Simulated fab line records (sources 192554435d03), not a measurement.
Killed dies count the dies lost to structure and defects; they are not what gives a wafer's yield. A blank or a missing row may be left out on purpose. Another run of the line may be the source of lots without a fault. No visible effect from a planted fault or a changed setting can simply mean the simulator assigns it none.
Struck lot and sound lot, side by side | flow n5 finfet | 35 out of 1938 route steps
Sound: these wafers, L281.1, L281.2, L281.3. Struck: wafer L288.2 (L288.3, L288.5, from the same lot, were not struck and are left out); the cause is given at the end.
Per side, at each step with rows, come the tool, then ch with its chambers, and then its first start. Under that, the readings that differ: sound wafers | struck wafers | difference of the means | sigmas: that difference in standard deviations of wafers without a fault.
alike: a reading whose means differ by less than 2 such deviations, as well as words and numbers matching on both sides. not compared: withheld readings; readings where some wafer has no value; bounds like >300 that might hide an equal value; numbers whose values overlap and for which the record gives no deviation.
The two part at a step that has a row with sigmas, a row that says differs or no value, or rows on one side only. Numbers that have no deviation but don't overlap get no sigmas and don't part them. A reading missing from all wafers of one side parts the sides only when that side holds two or more wafers.

first, 9 steps without rows for these wafers: N5_BEOL_M13_COAT_22 (resist thk 300 nm); N5_BEOL_M13_EBR_24; N5_BEOL_M13_SOFTBAKE_23 (time 60 s); N5_BEOL_M13_EXPOSE_25 (exposes mask M13, target cd 210 nm); N5_BEOL_M13_PEB_26 (peb time 90 s); N5_BEOL_M13_DEVELOP_27 (develop time 45 s); N5_BEOL_M13_HARDBAKE_32 (time 120 s); N5_BEOL_M13_DESCUM_33 (chemistry O2, time 7.9 s); N5_BEOL_M13_ETCH_67 (etches SiARC in CF4, target depth 143 nm, time 238.3 s).
N5_BEOL_M13_ETCH_68: etches SOC in N2/H2, time 355 s.
  sound on rie diel-05 ch 0,1,3, day 14 17:38; struck on rie diel-05 ch 3, day 15 17:11
  alike: chamber pressure mTorr, drypump motor current A, n2 flow sccm, oes product au, rf vpp V, showerhead plenum p Torr, throttle valve pct
  not compared: rf hours counter h
then, 24 steps without rows for these wafers: N5_BEOL_M13_STRIP_69 (strips in N2/H2); N5_BEOL_M13_TRENCH_ETCH_34 (etches SiOC in C4F8/O2/Ar, target depth 413.47 nm, time 162.6 s); N5_BEOL_M13_STRIP_70 (strips in C4F8/O2/Ar); N5_BEOL_M13_STRIP_37 (strips in N2/H2); N5_BEOL_M13_ETCH_38 (etches SiCN in CF4/N2, target depth 67.5 nm, time 71.9 s); N5_BEOL_M13_PRECLEAN_39 (cleans in residue remover, time 60 s); N5_BEOL_M13_SRD_40 (time 30 s, dry time 30 s); N5_BEOL_M13_DEGAS_41 (time 60 s); N5_BEOL_M13_PRE_CLEAN_42 (time 30 s); N5_BEOL_M13_SPUTTER_43 (material TaN, target thk 15 nm, time 24.19 s); N5_BEOL_M13_SPUTTER_44 (material Ta, target thk 10 nm, time 16.13 s); N5_BEOL_M13_SPUTTER_45 (material Cu, target thk 80 nm, time 13.33 s); N5_BEOL_M13_ECD_47 (material Cu, target thk 936 nm); N5_BEOL_M13_ANNEAL_48 (time 90 s); N5_BEOL_M13_CMP_49 (polishes, stops on SiOC, t overpolish 17.1 s, target thk 420 nm); N5_BEOL_M13_PRE_CLEAN_52 (time 15 s); N5_BEOL_M13_DEP_53 (deposits SiCN from 3MS/NH3, target thk 50 nm, time 17.8 s); N5_BEOL_M14_ILD_DEP_00 (deposits SiO2 from TEOS/O2, target thk 1119.3 nm, time 237.4 s); N5_BEOL_M14_COAT_58 (time 60 s, resist thk 89 nm); N5_BEOL_M14_COAT_04 (resist thk 800 nm); N5_BEOL_M14_EBR_06; N5_BEOL_M14_SOFTBAKE_05 (time 60 s); N5_BEOL_M14_EXPOSE_07 (exposes mask V13); N5_BEOL_M14_PEB_08 (peb time 90 s).
N5_PASSIVATION_PROBE_49:
  rows exist in the record for the struck wafers here (prober-02, day 16 21:35), but not for the sound ones

## WHERE THEY PART
Only at N5_PASSIVATION_PROBE_49, as far as this record shows.

WHY: what had been put in by the simulator
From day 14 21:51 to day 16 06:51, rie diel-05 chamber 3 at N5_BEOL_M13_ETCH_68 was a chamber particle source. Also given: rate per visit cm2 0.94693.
